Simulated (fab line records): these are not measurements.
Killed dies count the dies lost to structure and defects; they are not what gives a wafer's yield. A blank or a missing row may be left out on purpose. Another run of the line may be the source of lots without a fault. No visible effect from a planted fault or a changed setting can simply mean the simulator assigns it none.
What tool caused it? || flow nandHarc || 72 wafers from 24 lots sampled at 4 of the route's 1302 steps

WHAT EACH GAUGE READ, for each wafer
NHARC_A_SIN_REMOVE_INSPECT_04. Usual: rawDefectCount at 379, with a standard deviation of 70.
{"lot": "L075", "measured": "day 20 03:06", "on": "defectInspect-01", "rawDefectCount": "334 387 404", "flag": ""}
{"lot": "L074", "measured": "day 20 17:29", "on": "defectInspect-01", "rawDefectCount": "276 335 278", "flag": ""}
{"lot": "L076", "measured": "day 21 03:51", "on": "defectInspect-02", "rawDefectCount": "283 394 316", "flag": ""}
{"lot": "L077", "measured": "day 21 12:03", "on": "defectInspect-01", "rawDefectCount": "401 360 391", "flag": ""}
{"lot": "L079", "measured": "day 21 20:23", "on": "defectInspect-01", "rawDefectCount": "395 436 414", "flag": ""}
{"lot": "L078", "measured": "day 21 20:24", "on": "defectInspect-02", "rawDefectCount": "389 504 441", "flag": ""}
{"lot": "L081", "measured": "day 23 09:32", "on": "defectInspect-02", "rawDefectCount": "475 365 475", "flag": ""}
{"lot": "L082", "measured": "day 23 09:32", "on": "defectInspect-01", "rawDefectCount": "344 302 424", "flag": ""}
{"lot": "L080", "measured": "day 23 14:13", "on": "defectInspect-02", "rawDefectCount": "372 390 402", "flag": ""}
{"lot": "L083", "measured": "day 23 18:54", "on": "defectInspect-01", "rawDefectCount": "437 400 356", "flag": ""}
{"lot": "L084", "measured": "day 25 05:19", "on": "defectInspect-01", "rawDefectCount": "356 307 342", "flag": ""}
{"lot": "L085", "measured": "day 25 13:50", "on": "defectInspect-01", "rawDefectCount": "404 527 518", "flag": ""}
{"lot": "L087", "measured": "day 25 13:50", "on": "defectInspect-01", "rawDefectCount": "271 342 319", "flag": ""}
{"lot": "L086", "measured": "day 25 17:41", "on": "defectInspect-01", "rawDefectCount": "620 516 374", "flag": ""}
{"lot": "L089", "measured": "day 26 05:44", "on": "defectInspect-02", "rawDefectCount": "392 397 383", "flag": ""}
{"lot": "L088", "measured": "day 26 10:44", "on": "defectInspect-02", "rawDefectCount": "291 281 277", "flag": ""}
{"lot": "L092", "measured": "day 26 21:40", "on": "defectInspect-02", "rawDefectCount": "470 453 419", "flag": ""}
{"lot": "L090", "measured": "day 27 01:30", "on": "defectInspect-01", "rawDefectCount": "424 422 318", "flag": ""}
{"lot": "L091", "measured": "day 27 10:25", "on": "defectInspect-02", "rawDefectCount": "400 423 320", "flag": ""}
{"lot": "L093", "measured": "day 28 16:55", "on": "defectInspect-02", "rawDefectCount": "285 328 311", "flag": ""}
{"lot": "L095", "measured": "day 28 23:50", "on": "defectInspect-02", "rawDefectCount": "506 400 362", "flag": ""}
{"lot": "L094", "measured": "day 29 04:15", "on": "defectInspect-02", "rawDefectCount": "370 332 458", "flag": ""}
{"lot": "L097", "measured": "day 29 04:16", "on": "defectInspect-01", "rawDefectCount": "341 398 468", "flag": ""}
{"lot": "L096", "measured": "day 29 19:17", "on": "defectInspect-01", "rawDefectCount": "314 399 466", "flag": ""}

WHICH TOOL RAN EACH LOT (tool, then ch and the chambers of the sampled wafers, then the start)
{"lot": "L075", "NHARC_A_SLIT_DEP_23": "pecvd-02 ch 0,1,2, day 19 13:11", "NHARC_A_SLIT_ETCH_17": "harEtch-02 ch 0,1, day 19 15:18", "NHARC_A_SLIT_ETCH_26": "harEtch-02 ch 0,1, day 19 18:56"}
{"lot": "L074", "NHARC_A_SLIT_DEP_23": "pecvd-03 ch 0,1,2, day 20 03:37", "NHARC_A_SLIT_ETCH_17": "harEtch-02 ch 0,1, day 20 06:20", "NHARC_A_SLIT_ETCH_26": "harEtch-02 ch 0,1, day 20 09:28"}
{"lot": "L076", "NHARC_A_SLIT_DEP_23": "pecvd-01 ch 1,2, day 20 14:04", "NHARC_A_SLIT_ETCH_17": "harEtch-02 ch 0,1, day 20 16:46", "NHARC_A_SLIT_ETCH_26": "harEtch-02 ch 0,1, day 20 19:50"}
{"lot": "L077", "NHARC_A_SLIT_DEP_23": "pecvd-02 ch 1,2, day 20 22:08", "NHARC_A_SLIT_ETCH_17": "harEtch-01 ch 1, day 21 01:03", "NHARC_A_SLIT_ETCH_26": "harEtch-01 ch 1, day 21 04:04"}
{"lot": "L079", "NHARC_A_SLIT_DEP_23": "pecvd-01 ch 1,2, day 21 06:44", "NHARC_A_SLIT_ETCH_17": "harEtch-02 ch 0, day 21 09:20", "NHARC_A_SLIT_ETCH_26": "harEtch-02 ch 0, day 21 12:25"}
{"lot": "L078", "NHARC_A_SLIT_DEP_23": "pecvd-03 ch 1,2, day 21 06:48", "NHARC_A_SLIT_ETCH_17": "harEtch-01 ch 0,1, day 21 10:06", "NHARC_A_SLIT_ETCH_26": "harEtch-01 ch 0,1, day 21 12:34"}
{"lot": "L081", "NHARC_A_SLIT_DEP_23": "pecvd-01 ch 0,2, day 22 19:46", "NHARC_A_SLIT_ETCH_17": "harEtch-01 ch 0,1, day 22 21:53", "NHARC_A_SLIT_ETCH_26": "harEtch-01 ch 0,1, day 23 01:27"}
{"lot": "L082", "NHARC_A_SLIT_DEP_23": "pecvd-02 ch 0,1,2, day 22 20:13", "NHARC_A_SLIT_ETCH_17": "harEtch-02 ch 0,1, day 22 22:20", "NHARC_A_SLIT_ETCH_26": "harEtch-02 ch 0,1, day 23 02:01"}
{"lot": "L080", "NHARC_A_SLIT_DEP_23": "pecvd-02 ch 0,1,2, day 22 21:11", "NHARC_A_SLIT_ETCH_17": "harEtch-01 ch 0,1, day 23 01:38", "NHARC_A_SLIT_ETCH_26": "harEtch-01 ch 0,1, day 23 05:17"}
{"lot": "L083", "NHARC_A_SLIT_DEP_23": "pecvd-03 ch 1,2, day 23 05:10", "NHARC_A_SLIT_ETCH_17": "harEtch-01 ch 0,1, day 23 07:14", "NHARC_A_SLIT_ETCH_26": "harEtch-01 ch 0,1, day 23 10:52"}
{"lot": "L084", "NHARC_A_SLIT_DEP_23": "pecvd-01 ch 0,1,2, day 24 15:38", "NHARC_A_SLIT_ETCH_17": "harEtch-01 ch 0,1, day 24 19:22", "NHARC_A_SLIT_ETCH_26": "harEtch-01 ch 0,1, day 24 21:17"}
{"lot": "L085", "NHARC_A_SLIT_DEP_23": "pecvd-01 ch 0,1, day 24 23:56", "NHARC_A_SLIT_ETCH_17": "harEtch-01 ch 0,1, day 25 02:10", "NHARC_A_SLIT_ETCH_26": "harEtch-01 ch 0,1, day 25 05:47"}
{"lot": "L087", "NHARC_A_SLIT_DEP_23": "pecvd-02 ch 1,2, day 25 01:04", "NHARC_A_SLIT_ETCH_17": "harEtch-02 ch 0,1, day 25 03:43", "NHARC_A_SLIT_ETCH_26": "harEtch-02 ch 0,1, day 25 06:45"}
{"lot": "L086", "NHARC_A_SLIT_DEP_23": "pecvd-02 ch 0,1, day 25 02:02", "NHARC_A_SLIT_ETCH_17": "harEtch-01 ch 1, day 25 06:35", "NHARC_A_SLIT_ETCH_26": "harEtch-01 ch 1, day 25 09:40"}
{"lot": "L089", "NHARC_A_SLIT_DEP_23": "pecvd-03 ch 1,2, day 25 14:50", "NHARC_A_SLIT_ETCH_17": "harEtch-01 ch 0,1, day 25 18:43", "NHARC_A_SLIT_ETCH_26": "harEtch-01 ch 0,1, day 25 21:46"}
{"lot": "L088", "NHARC_A_SLIT_DEP_23": "pecvd-01 ch 0,1, day 25 20:38", "NHARC_A_SLIT_ETCH_17": "harEtch-02 ch 0,1, day 26 00:13", "NHARC_A_SLIT_ETCH_26": "harEtch-02 ch 0,1, day 26 02:40"}
{"lot": "L092", "NHARC_A_SLIT_DEP_23": "pecvd-01 ch 0,1,2, day 26 07:51", "NHARC_A_SLIT_ETCH_17": "harEtch-01 ch 0,1, day 26 10:29", "NHARC_A_SLIT_ETCH_26": "harEtch-01 ch 0,1, day 26 13:37"}
{"lot": "L090", "NHARC_A_SLIT_DEP_23": "pecvd-03 ch 1,2, day 26 08:26", "NHARC_A_SLIT_ETCH_17": "harEtch-02 ch 0,1, day 26 14:19", "NHARC_A_SLIT_ETCH_26": "harEtch-02 ch 0,1, day 26 17:22"}
{"lot": "L091", "NHARC_A_SLIT_DEP_23": "pecvd-03 ch 1,2, day 26 20:43", "NHARC_A_SLIT_ETCH_17": "harEtch-01 ch 0,1, day 26 22:47", "NHARC_A_SLIT_ETCH_26": "harEtch-01 ch 0,1, day 27 02:24"}
{"lot": "L093", "NHARC_A_SLIT_DEP_23": "pecvd-02 ch 1,2, day 28 02:59", "NHARC_A_SLIT_ETCH_17": "harEtch-02 ch 1, day 28 05:10", "NHARC_A_SLIT_ETCH_26": "harEtch-02 ch 1, day 28 08:50"}
{"lot": "L095", "NHARC_A_SLIT_DEP_23": "pecvd-01 ch 1,2, day 28 09:43", "NHARC_A_SLIT_ETCH_17": "harEtch-02 ch 0,1, day 28 12:26", "NHARC_A_SLIT_ETCH_26": "harEtch-02 ch 0,1, day 28 15:31"}
{"lot": "L094", "NHARC_A_SLIT_DEP_23": "pecvd-03 ch 1,2, day 28 14:34", "NHARC_A_SLIT_ETCH_17": "harEtch-02 ch 0,1, day 28 16:41", "NHARC_A_SLIT_ETCH_26": "harEtch-02 ch 0,1, day 28 20:17"}
{"lot": "L097", "NHARC_A_SLIT_DEP_23": "pecvd-03 ch 1,2, day 28 14:48", "NHARC_A_SLIT_ETCH_17": "harEtch-01 ch 0,1, day 28 18:36", "NHARC_A_SLIT_ETCH_26": "harEtch-01 ch 0,1, day 28 21:04"}
{"lot": "L096", "NHARC_A_SLIT_DEP_23": "pecvd-03 ch 0,2, day 29 05:37", "NHARC_A_SLIT_ETCH_17": "harEtch-01 ch 0,1, day 29 08:10", "NHARC_A_SLIT_ETCH_26": "harEtch-01 ch 0,1, day 29 11:13"}
- NHARC_A_SLIT_DEP_23: deposits SiON, target thk 100 nm.
- NHARC_A_SLIT_ETCH_17: etches the open film in C4F8/O2/Ar, time 4254.5 s, target depth 20300 nm.
- NHARC_A_SLIT_ETCH_26: etches the open film in C4F8/O2/Ar, time 90 s, target depth 400 nm.

AS READ BY THE TOOLS THEMSELVES (means over the sampled wafers that have a number; for cases with no such wafer, the mark the record gives instead)
NHARC_A_SLIT_DEP_23. Usual: heaterPowerW at 761 W, with a standard deviation of 94.
{"lot": "L075", "tool": "pecvd-02", "heaterPowerW (W)": 783, "flag": ""}
{"lot": "L074", "tool": "pecvd-03", "heaterPowerW (W)": 751, "flag": ""}
{"lot": "L076", "tool": "pecvd-01", "heaterPowerW (W)": 843, "flag": ""}
{"lot": "L077", "tool": "pecvd-02", "heaterPowerW (W)": 749, "flag": ""}
{"lot": "L079", "tool": "pecvd-01", "heaterPowerW (W)": 817, "flag": ""}
{"lot": "L078", "tool": "pecvd-03", "heaterPowerW (W)": 650, "flag": ""}
{"lot": "L081", "tool": "pecvd-01", "heaterPowerW (W)": 885, "flag": ""}
{"lot": "L082", "tool": "pecvd-02", "heaterPowerW (W)": 819, "flag": ""}
{"lot": "L080", "tool": "pecvd-02", "heaterPowerW (W)": 808, "flag": ""}
{"lot": "L083", "tool": "pecvd-03", "heaterPowerW (W)": 653, "flag": ""}
{"lot": "L084", "tool": "pecvd-01", "heaterPowerW (W)": 776, "flag": ""}
{"lot": "L085", "tool": "pecvd-01", "heaterPowerW (W)": 743, "flag": ""}
{"lot": "L087", "tool": "pecvd-02", "heaterPowerW (W)": 752, "flag": ""}
{"lot": "L086", "tool": "pecvd-02", "heaterPowerW (W)": 796, "flag": ""}
{"lot": "L089", "tool": "pecvd-03", "heaterPowerW (W)": 644, "flag": ""}
{"lot": "L088", "tool": "pecvd-01", "heaterPowerW (W)": 748, "flag": ""}
{"lot": "L092", "tool": "pecvd-01", "heaterPowerW (W)": 791, "flag": ""}
{"lot": "L090", "tool": "pecvd-03", "heaterPowerW (W)": 618, "flag": ""}
{"lot": "L091", "tool": "pecvd-03", "heaterPowerW (W)": 667, "flag": ""}
{"lot": "L093", "tool": "pecvd-02", "heaterPowerW (W)": 768, "flag": ""}
{"lot": "L095", "tool": "pecvd-01", "heaterPowerW (W)": 861, "flag": ""}
{"lot": "L094", "tool": "pecvd-03", "heaterPowerW (W)": 631, "flag": ""}
{"lot": "L097", "tool": "pecvd-03", "heaterPowerW (W)": 662, "flag": ""}
{"lot": "L096", "tool": "pecvd-03", "heaterPowerW (W)": 709, "flag": ""}

NHARC_A_SLIT_ETCH_17. Usual: drypumpMotorCurrentA 5.9 A, standard deviation 0.45; showerheadPlenumPTorr 3.58 Torr, standard deviation 0.075; throttleValvePct 32.045 %, standard deviation 0.0097.
{"lot": "L075", "tool": "harEtch-02", "drypumpMotorCurrentA (A)": 6.0, "showerheadPlenumPTorr (Torr)": 3.67, "throttleValvePct (%)": 32.047, "flag": ""}
{"lot": "L074", "tool": "harEtch-02", "drypumpMotorCurrentA (A)": 5.6, "showerheadPlenumPTorr (Torr)": 3.63, "throttleValvePct (%)": 32.056, "flag": ""}
{"lot": "L076", "tool": "harEtch-02", "drypumpMotorCurrentA (A)": 5.6, "showerheadPlenumPTorr (Torr)": 3.63, "throttleValvePct (%)": 32.053, "flag": ""}
{"lot": "L077", "tool": "harEtch-01", "drypumpMotorCurrentA (A)": 6.2, "showerheadPlenumPTorr (Torr)": 3.64, "throttleValvePct (%)": 32.046, "flag": ""}
{"lot": "L079", "tool": "harEtch-02", "drypumpMotorCurrentA (A)": 5.2, "showerheadPlenumPTorr (Torr)": 3.59, "throttleValvePct (%)": 32.051, "flag": ""}
{"lot": "L078", "tool": "harEtch-01", "drypumpMotorCurrentA (A)": 6.0, "showerheadPlenumPTorr (Torr)": 3.59, "throttleValvePct (%)": 32.040, "flag": ""}
{"lot": "L081", "tool": "harEtch-01", "drypumpMotorCurrentA (A)": 6.0, "showerheadPlenumPTorr (Torr)": 3.58, "throttleValvePct (%)": 32.047, "flag": ""}
{"lot": "L082", "tool": "harEtch-02", "drypumpMotorCurrentA (A)": 6.0, "showerheadPlenumPTorr (Torr)": 3.65, "throttleValvePct (%)": 32.049, "flag": ""}
{"lot": "L080", "tool": "harEtch-01", "drypumpMotorCurrentA (A)": 5.9, "showerheadPlenumPTorr (Torr)": 3.53, "throttleValvePct (%)": 32.039, "flag": ""}
{"lot": "L083", "tool": "harEtch-01", "drypumpMotorCurrentA (A)": 5.9, "showerheadPlenumPTorr (Torr)": 3.53, "throttleValvePct (%)": 32.045, "flag": ""}
{"lot": "L084", "tool": "harEtch-01", "drypumpMotorCurrentA (A)": 5.9, "showerheadPlenumPTorr (Torr)": 3.52, "throttleValvePct (%)": 32.046, "flag": ""}
{"lot": "L085", "tool": "harEtch-01", "drypumpMotorCurrentA (A)": 6.0, "showerheadPlenumPTorr (Torr)": 3.56, "throttleValvePct (%)": 32.039, "flag": ""}
{"lot": "L087", "tool": "harEtch-02", "drypumpMotorCurrentA (A)": 6.0, "showerheadPlenumPTorr (Torr)": 3.63, "throttleValvePct (%)": 32.038, "flag": ""}
{"lot": "L086", "tool": "harEtch-01", "drypumpMotorCurrentA (A)": 6.2, "showerheadPlenumPTorr (Torr)": 3.61, "throttleValvePct (%)": 32.051, "flag": ""}
{"lot": "L089", "tool": "harEtch-01", "drypumpMotorCurrentA (A)": 5.9, "showerheadPlenumPTorr (Torr)": 3.51, "throttleValvePct (%)": 32.043, "flag": ""}
{"lot": "L088", "tool": "harEtch-02", "drypumpMotorCurrentA (A)": 6.0, "showerheadPlenumPTorr (Torr)": 3.62, "throttleValvePct (%)": 32.046, "flag": ""}
{"lot": "L092", "tool": "harEtch-01", "drypumpMotorCurrentA (A)": 5.9, "showerheadPlenumPTorr (Torr)": 3.51, "throttleValvePct (%)": 32.064, "flag": ""}
{"lot": "L090", "tool": "harEtch-02", "drypumpMotorCurrentA (A)": 6.0, "showerheadPlenumPTorr (Torr)": 3.62, "throttleValvePct (%)": 32.052, "flag": ""}
{"lot": "L091", "tool": "harEtch-01", "drypumpMotorCurrentA (A)": 6.0, "showerheadPlenumPTorr (Torr)": 3.55, "throttleValvePct (%)": 32.051, "flag": ""}
{"lot": "L093", "tool": "harEtch-02", "drypumpMotorCurrentA (A)": 6.4, "showerheadPlenumPTorr (Torr)": 3.64, "throttleValvePct (%)": 32.041, "flag": ""}
{"lot": "L095", "tool": "harEtch-02", "drypumpMotorCurrentA (A)": 6.0, "showerheadPlenumPTorr (Torr)": 3.60, "throttleValvePct (%)": 32.040, "flag": ""}
{"lot": "L094", "tool": "harEtch-02", "drypumpMotorCurrentA (A)": 6.0, "showerheadPlenumPTorr (Torr)": 3.60, "throttleValvePct (%)": 32.058, "flag": ""}
{"lot": "L097", "tool": "harEtch-01", "drypumpMotorCurrentA (A)": 5.9, "showerheadPlenumPTorr (Torr)": 3.49, "throttleValvePct (%)": 32.036, "flag": ""}
{"lot": "L096", "tool": "harEtch-01", "drypumpMotorCurrentA (A)": 5.9, "showerheadPlenumPTorr (Torr)": 3.49, "throttleValvePct (%)": 32.042, "flag": ""}

NHARC_A_SLIT_ETCH_26. Usual: drypumpMotorCurrentA 5.9 A, standard deviation 0.45; showerheadPlenumPTorr 3.61 Torr, standard deviation 0.077; throttleValvePct 27.620 %, standard deviation 0.0093.
{"lot": "L075", "tool": "harEtch-02", "drypumpMotorCurrentA (A)": 6.0, "showerheadPlenumPTorr (Torr)": 3.70, "throttleValvePct (%)": 27.615, "flag": ""}
{"lot": "L074", "tool": "harEtch-02", "drypumpMotorCurrentA (A)": 5.6, "showerheadPlenumPTorr (Torr)": 3.66, "throttleValvePct (%)": 27.619, "flag": ""}
{"lot": "L076", "tool": "harEtch-02", "drypumpMotorCurrentA (A)": 5.6, "showerheadPlenumPTorr (Torr)": 3.66, "throttleValvePct (%)": 27.630, "flag": ""}
{"lot": "L077", "tool": "harEtch-01", "drypumpMotorCurrentA (A)": 6.2, "showerheadPlenumPTorr (Torr)": 3.67, "throttleValvePct (%)": 27.618, "flag": ""}
{"lot": "L079", "tool": "harEtch-02", "drypumpMotorCurrentA (A)": 5.2, "showerheadPlenumPTorr (Torr)": 3.62, "throttleValvePct (%)": 27.618, "flag": ""}
{"lot": "L078", "tool": "harEtch-01", "drypumpMotorCurrentA (A)": 6.0, "showerheadPlenumPTorr (Torr)": 3.62, "throttleValvePct (%)": 27.628, "flag": ""}
{"lot": "L081", "tool": "harEtch-01", "drypumpMotorCurrentA (A)": 6.0, "showerheadPlenumPTorr (Torr)": 3.61, "throttleValvePct (%)": 27.616, "flag": ""}
{"lot": "L082", "tool": "harEtch-02", "drypumpMotorCurrentA (A)": 6.0, "showerheadPlenumPTorr (Torr)": 3.68, "throttleValvePct (%)": 27.609, "flag": ""}
{"lot": "L080", "tool": "harEtch-01", "drypumpMotorCurrentA (A)": 5.9, "showerheadPlenumPTorr (Torr)": 3.56, "throttleValvePct (%)": 27.614, "flag": ""}
{"lot": "L083", "tool": "harEtch-01", "drypumpMotorCurrentA (A)": 5.9, "showerheadPlenumPTorr (Torr)": 3.56, "throttleValvePct (%)": 27.631, "flag": ""}
{"lot": "L084", "tool": "harEtch-01", "drypumpMotorCurrentA (A)": 5.9, "showerheadPlenumPTorr (Torr)": 3.55, "throttleValvePct (%)": 27.631, "flag": ""}
{"lot": "L085", "tool": "harEtch-01", "drypumpMotorCurrentA (A)": 6.0, "showerheadPlenumPTorr (Torr)": 3.59, "throttleValvePct (%)": 27.625, "flag": ""}
{"lot": "L087", "tool": "harEtch-02", "drypumpMotorCurrentA (A)": 6.1, "showerheadPlenumPTorr (Torr)": 3.66, "throttleValvePct (%)": 27.625, "flag": ""}
{"lot": "L086", "tool": "harEtch-01", "drypumpMotorCurrentA (A)": 6.2, "showerheadPlenumPTorr (Torr)": 3.64, "throttleValvePct (%)": 27.626, "flag": ""}
{"lot": "L089", "tool": "harEtch-01", "drypumpMotorCurrentA (A)": 5.9, "showerheadPlenumPTorr (Torr)": 3.54, "throttleValvePct (%)": 27.613, "flag": ""}
{"lot": "L088", "tool": "harEtch-02", "drypumpMotorCurrentA (A)": 6.0, "showerheadPlenumPTorr (Torr)": 3.65, "throttleValvePct (%)": 27.619, "flag": ""}
{"lot": "L092", "tool": "harEtch-01", "drypumpMotorCurrentA (A)": 5.9, "showerheadPlenumPTorr (Torr)": 3.54, "throttleValvePct (%)": 27.619, "flag": ""}
{"lot": "L090", "tool": "harEtch-02", "drypumpMotorCurrentA (A)": 6.1, "showerheadPlenumPTorr (Torr)": 3.65, "throttleValvePct (%)": 27.621, "flag": ""}
{"lot": "L091", "tool": "harEtch-01", "drypumpMotorCurrentA (A)": 6.0, "showerheadPlenumPTorr (Torr)": 3.58, "throttleValvePct (%)": 27.617, "flag": ""}
{"lot": "L093", "tool": "harEtch-02", "drypumpMotorCurrentA (A)": 6.5, "showerheadPlenumPTorr (Torr)": 3.67, "throttleValvePct (%)": 27.609, "flag": ""}
{"lot": "L095", "tool": "harEtch-02", "drypumpMotorCurrentA (A)": 6.1, "showerheadPlenumPTorr (Torr)": 3.63, "throttleValvePct (%)": 27.617, "flag": ""}
{"lot": "L094", "tool": "harEtch-02", "drypumpMotorCurrentA (A)": 6.0, "showerheadPlenumPTorr (Torr)": 3.63, "throttleValvePct (%)": 27.610, "flag": ""}
{"lot": "L097", "tool": "harEtch-01", "drypumpMotorCurrentA (A)": 5.9, "showerheadPlenumPTorr (Torr)": 3.52, "throttleValvePct (%)": 27.623, "flag": ""}
{"lot": "L096", "tool": "harEtch-01", "drypumpMotorCurrentA (A)": 5.9, "showerheadPlenumPTorr (Torr)": 3.52, "throttleValvePct (%)": 27.620, "flag": ""}

THE ANSWER, worked out from the rows above alone
Rule: a lot is off if the mean of its wafers that have a number lies more than 3 standard deviations from the usual mean. Also off: a lot with no number at a reading for which 4 or more lots have one. Where the step has rows for the other lots, those lots are counted as sound. The gauges are gone through in route order, then the tools' own readings, and for those a lot's mean is taken as printed above. The first step at which some lot is off is used, and at that step the reading that is off furthest; a lot without a number counts as furthest.
Across all readings shown, no lot is off: no conclusion can be drawn from this.

WHAT THE SIMULATOR PUT IN
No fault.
